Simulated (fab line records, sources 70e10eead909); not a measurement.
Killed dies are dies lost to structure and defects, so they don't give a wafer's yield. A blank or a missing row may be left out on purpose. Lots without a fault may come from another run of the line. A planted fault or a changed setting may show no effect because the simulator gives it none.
Which tool did it? | flow nand_harc | 24 lots, 72 wafers sampled, at 6 steps of a route of 1159

WHAT THE GAUGES READ, wafer by wafer
The record holds no reading of a measuring or inspecting step that can be judged against a usual standard deviation.

WHICH TOOL RAN EACH LOT (tool, then ch and the chambers of the sampled wafers, then the start)
lot  | NHARC_A_CONTACT_ETCH_112             | NHARC_A_CONTACT_ETCH_124             | NHARC_A_CONTACT_ETCH_127             | NHARC_A_CONTACT_ETCH_130             | NHARC_A_CONTACT_ETCH_133             | NHARC_A_CONTACT_STRIP_82
L075 | har_cap_etch-03 ch 0,1, day 16 11:43 | har_cap_etch-01 ch 0, day 16 20:10   | har_cap_etch-01 ch 0, day 16 20:39   | har_cap_etch-01 ch 0, day 16 21:04   | har_cap_etch-01 ch 0, day 16 21:31   | rie_diel-08 ch 0,1, no start
L078 | har_cap_etch-01 ch 0,1, day 16 18:32 | har_cap_etch-01 ch 0,1, day 17 04:11 | har_cap_etch-01 ch 0,1, day 17 04:40 | har_cap_etch-01 ch 0,1, day 17 05:05 | har_cap_etch-01 ch 0,1, day 17 05:31 | rie_diel-11 ch 0,2, no start
L077 | har_cap_etch-03 ch 0,1, day 16 20:10 | har_cap_etch-02 ch 0, day 17 06:22   | har_cap_etch-02 ch 0, day 17 06:50   | har_cap_etch-02 ch 0, day 17 07:16   | har_cap_etch-02 ch 0, day 17 07:43   | rie_diel-10 ch 0,3, no start
L074 | har_cap_etch-01 ch 0,1, day 16 23:56 | har_cap_etch-03 ch 0,1, day 17 07:53 | har_cap_etch-03 ch 0,1, day 17 08:22 | har_cap_etch-03 ch 0,1, day 17 08:47 | har_cap_etch-03 ch 0,1, day 17 09:13 | rie_diel-08 ch 0,2,3, no start
L079 | har_cap_etch-03 ch 0,1, day 17 02:22 | har_cap_etch-01 ch 0,1, day 17 10:08 | har_cap_etch-01 ch 0,1, day 17 10:35 | har_cap_etch-01 ch 0,1, day 17 11:01 | har_cap_etch-01 ch 0,1, day 17 11:29 | rie_diel-11 ch 0,1,2, no start
L076 | har_cap_etch-03 ch 0,1, day 17 05:43 | har_cap_etch-01 ch 0,1, day 17 12:32 | har_cap_etch-01 ch 0,1, day 17 13:01 | har_cap_etch-01 ch 0,1, day 17 13:26 | har_cap_etch-01 ch 0,1, day 17 13:52 | rie_diel-08 ch 0,3, no start
L080 | har_cap_etch-02 ch 0,1, day 17 10:40 | har_cap_etch-03 ch 0,1, day 17 19:26 | har_cap_etch-03 ch 0,1, day 17 19:56 | har_cap_etch-03 ch 0,1, day 17 20:21 | har_cap_etch-03 ch 0,1, day 17 20:47 | rie_diel-08 ch 0,2, no start
L081 | har_cap_etch-01 ch 0,1, day 17 21:22 | har_cap_etch-02 ch 0,1, day 18 04:50 | har_cap_etch-02 ch 0,1, day 18 05:18 | har_cap_etch-02 ch 0,1, day 18 05:44 | har_cap_etch-02 ch 0,1, day 18 06:10 | rie_diel-10 ch 1,2,3, no start
L082 | har_cap_etch-01 ch 0, day 18 11:12   | har_cap_etch-02 ch 0,1, day 18 17:59 | har_cap_etch-02 ch 0,1, day 18 18:28 | har_cap_etch-02 ch 0,1, day 18 18:53 | har_cap_etch-02 ch 0,1, day 18 19:20 | rie_diel-10 ch 0,1,3, no start
L083 | har_cap_etch-03 ch 0,1, day 18 21:40 | har_cap_etch-01 ch 0,1, day 19 04:53 | har_cap_etch-01 ch 0,1, day 19 05:23 | har_cap_etch-01 ch 0,1, day 19 05:48 | har_cap_etch-01 ch 0,1, day 19 06:14 | rie_diel-08 ch 1,2,3, no start
L084 | har_cap_etch-02 ch 0,1, day 19 03:10 | har_cap_etch-02 ch 0,1, day 19 10:23 | har_cap_etch-02 ch 0,1, day 19 10:52 | har_cap_etch-02 ch 0,1, day 19 11:17 | har_cap_etch-02 ch 0,1, day 19 11:43 | rie_diel-11 ch 0,1,3, no start
L085 | har_cap_etch-03 ch 0, day 19 03:36   | har_cap_etch-03 ch 0, day 19 10:07   | har_cap_etch-03 ch 0, day 19 10:35   | har_cap_etch-03 ch 0, day 19 11:01   | har_cap_etch-03 ch 0, day 19 11:28   | rie_diel-08 ch 0,2, no start
L086 | har_cap_etch-03 ch 0,1, day 19 13:09 | har_cap_etch-02 ch 0,1, day 19 22:55 | har_cap_etch-02 ch 0,1, day 19 23:23 | har_cap_etch-02 ch 0,1, day 19 23:49 | har_cap_etch-02 ch 0,1, day 20 00:16 | rie_diel-10 ch 2,3, no start
L088 | har_cap_etch-02 ch 0,1, day 19 15:01 | har_cap_etch-01 ch 0,1, day 20 02:58 | har_cap_etch-01 ch 0,1, day 20 03:27 | har_cap_etch-01 ch 0,1, day 20 03:53 | har_cap_etch-01 ch 0,1, day 20 04:18 | rie_diel-11 ch 0,3, no start
L090 | har_cap_etch-03 ch 0,1, day 19 17:34 | har_cap_etch-01 ch 0,1, day 20 04:37 | har_cap_etch-01 ch 0,1, day 20 05:05 | har_cap_etch-01 ch 0,1, day 20 05:31 | har_cap_etch-01 ch 0,1, day 20 05:58 | rie_diel-10 ch 0,2,3, no start
L089 | har_cap_etch-01 ch 1, day 19 20:15   | har_cap_etch-03 ch 0,1, day 20 04:15 | har_cap_etch-03 ch 0,1, day 20 04:43 | har_cap_etch-03 ch 0,1, day 20 05:09 | har_cap_etch-03 ch 0,1, day 20 05:35 | rie_diel-08 ch 0,2,3, no start
L087 | har_cap_etch-03 ch 0,1, day 20 02:56 | har_cap_etch-01 ch 0,1, day 20 10:39 | har_cap_etch-01 ch 0,1, day 20 11:06 | har_cap_etch-01 ch 0,1, day 20 11:32 | har_cap_etch-01 ch 0,1, day 20 12:01 | rie_diel-08 ch 0,2,3, no start
L091 | har_cap_etch-03 ch 0,1, day 20 10:40 | har_cap_etch-02 ch 0,1, day 20 17:22 | har_cap_etch-02 ch 0,1, day 20 17:51 | har_cap_etch-02 ch 0,1, day 20 18:17 | har_cap_etch-02 ch 0,1, day 20 18:43 | rie_diel-11 ch 0,1,3, no start
L092 | har_cap_etch-03 ch 0,1, day 21 01:33 | har_cap_etch-03 ch 0,1, day 21 08:57 | har_cap_etch-03 ch 0,1, day 21 09:25 | har_cap_etch-03 ch 0,1, day 21 09:50 | har_cap_etch-03 ch 0,1, day 21 10:18 | rie_diel-10 ch 1,2, no start
L093 | har_cap_etch-01 ch 0, day 21 02:01   | har_cap_etch-01 ch 0,1, day 21 09:17 | har_cap_etch-01 ch 0,1, day 21 09:46 | har_cap_etch-01 ch 0,1, day 21 10:11 | har_cap_etch-01 ch 0,1, day 21 10:38 | rie_diel-08 ch 0,3, no start
L096 | har_cap_etch-01 ch 0,1, day 21 16:54 | har_cap_etch-03 ch 0,1, day 21 23:23 | har_cap_etch-03 ch 0,1, day 21 23:52 | har_cap_etch-03 ch 0,1, day 22 00:17 | har_cap_etch-03 ch 0,1, day 22 00:46 | rie_diel-08 ch 1,2, no start
L094 | har_cap_etch-02 ch 0,1, day 21 19:03 | har_cap_etch-02 ch 0,1, day 22 02:31 | har_cap_etch-02 ch 0,1, day 22 02:59 | har_cap_etch-02 ch 0,1, day 22 03:25 | har_cap_etch-02 ch 0,1, day 22 03:51 | rie_diel-08 ch 1,2,3, no start
L095 | har_cap_etch-01 ch 0,1, day 22 02:02 | har_cap_etch-01 ch 0,1, day 22 08:40 | har_cap_etch-01 ch 0,1, day 22 09:08 | har_cap_etch-01 ch 0,1, day 22 09:33 | har_cap_etch-01 ch 0,1, day 22 10:01 | rie_diel-11 ch 1,3, no start
L097 | har_cap_etch-01 ch 0,1, day 22 22:19 | har_cap_etch-01 ch 0,1, day 23 05:11 | har_cap_etch-01 ch 0,1, day 23 05:38 | har_cap_etch-01 ch 0,1, day 23 06:03 | har_cap_etch-01 ch 0,1, day 23 06:33 | rie_diel-08 ch 0,3, no start
- NHARC_A_CONTACT_ETCH_112: etches the open film in C4F8/O2/Ar, time 94 s, target depth 922 nm.
- NHARC_A_CONTACT_ETCH_124: etches the open film in C4F8/O2/Ar, time 140 s, target depth 700 nm.
- NHARC_A_CONTACT_ETCH_127: etches the open film in C4F8/O2/Ar, time 155 s, target depth 956 nm.
- NHARC_A_CONTACT_ETCH_130: etches the open film in C4F8/O2/Ar, time 155 s, target depth 956 nm.
- NHARC_A_CONTACT_ETCH_133: etches the open film in C4F8/O2/Ar, time 195 s, target depth 840 nm.
- NHARC_A_CONTACT_STRIP_82: strips in O2.

WHAT THE TOOLS THEMSELVES READ (means of the sampled wafers that have a number; where no wafer has one, the mark that the record gives instead)
NHARC_A_CONTACT_STRIP_82.
lot  | tool        | drypump_motor_current_A (A) | oes_product_au (a.u.) | rf_vpp_V (V) | showerhead_plenum_p_Torr (Torr) | throttle_valve_pct (%)
L075 | rie_diel-08 | 6.0                         | 1.013                 | 57.5         | 3.56                            | 17.035
L078 | rie_diel-11 | 6.1                         | 0.999                 | 57.6         | 3.37                            | 17.034
L077 | rie_diel-10 | 5.7                         | 0.996                 | 58.0         | 3.52                            | 17.041
L074 | rie_diel-08 | 5.7                         | 1.004                 | 57.7         | 3.43                            | 17.043
L079 | rie_diel-11 | 6.1                         | 1.004                 | 57.9         | 3.43                            | 17.037
L076 | rie_diel-08 | 5.7                         | 1.009                 | 58.1         | 3.50                            | 17.027
L080 | rie_diel-08 | 5.8                         | 1.008                 | 57.5         | 3.36                            | 17.026
L081 | rie_diel-10 | 5.4                         | 0.993                 | 57.2         | 3.49                            | 17.039
L082 | rie_diel-10 | 5.5                         | 0.985                 | 57.7         | 3.46                            | 17.035
L083 | rie_diel-08 | 6.0                         | 1.007                 | 57.7         | 3.50                            | 17.037
L084 | rie_diel-11 | 6.3                         | 1.003                 | 58.3         | 3.61                            | 17.048
L085 | rie_diel-08 | 5.8                         | 0.994                 | 56.9         | 3.35                            | 17.040
L086 | rie_diel-10 | 5.5                         | 0.998                 | 57.9         | 3.56                            | 17.042
L088 | rie_diel-11 | 6.4                         | 1.004                 | 57.3         | 3.65                            | 17.033
L090 | rie_diel-10 | 5.6                         | 0.989                 | 58.1         | 3.54                            | 17.035
L089 | rie_diel-08 | 5.7                         | 1.012                 | 58.2         | 3.42                            | 17.040
L087 | rie_diel-08 | 5.7                         | 0.997                 | 58.1         | 3.42                            | 17.030
L091 | rie_diel-11 | 6.3                         | 1.003                 | 57.0         | 3.60                            | 17.033
L092 | rie_diel-10 | 5.2                         | 0.989                 | 58.0         | 3.48                            | 17.041
L093 | rie_diel-08 | 5.6                         | 1.000                 | 57.5         | 3.49                            | 17.029
L096 | rie_diel-08 | 6.0                         | 0.996                 | 57.2         | 3.42                            | 17.050
L094 | rie_diel-08 | 6.0                         | 1.006                 | 57.3         | 3.49                            | 17.030
L095 | rie_diel-11 | 6.4                         | 0.992                 | 57.5         | 3.52                            | 17.033
L097 | rie_diel-08 | 5.7                         | 0.999                 | 58.2         | 3.49                            | 17.037

THE ANSWER, worked out from the rows above alone
Rule: what is usual is taken from the lots themselves. Put in order of their means at a reading, lots are off if they are a third of the lots or fewer, leave a main group of 4 or more, and stand apart from it by a gap of 3 or more times the standard deviation of the main group's means; of several such gaps the widest counts. A main group whose means are all the same, to the digits that the tables above print for the reading, isn't used. A lot without any number at a reading at which 4 lots or more have one is off too. The other lots that the step has rows for count as sound. The gauges are gone through in route order, then the tools' own readings, and for those a lot's mean is taken as printed above. The first step at which some lot is off is used, and at that step the reading that is off furthest; a lot without a number counts as furthest.
No lot is off at any reading shown: from this, nothing can be told.

WHAT THE SIMULATOR HAD PUT IN
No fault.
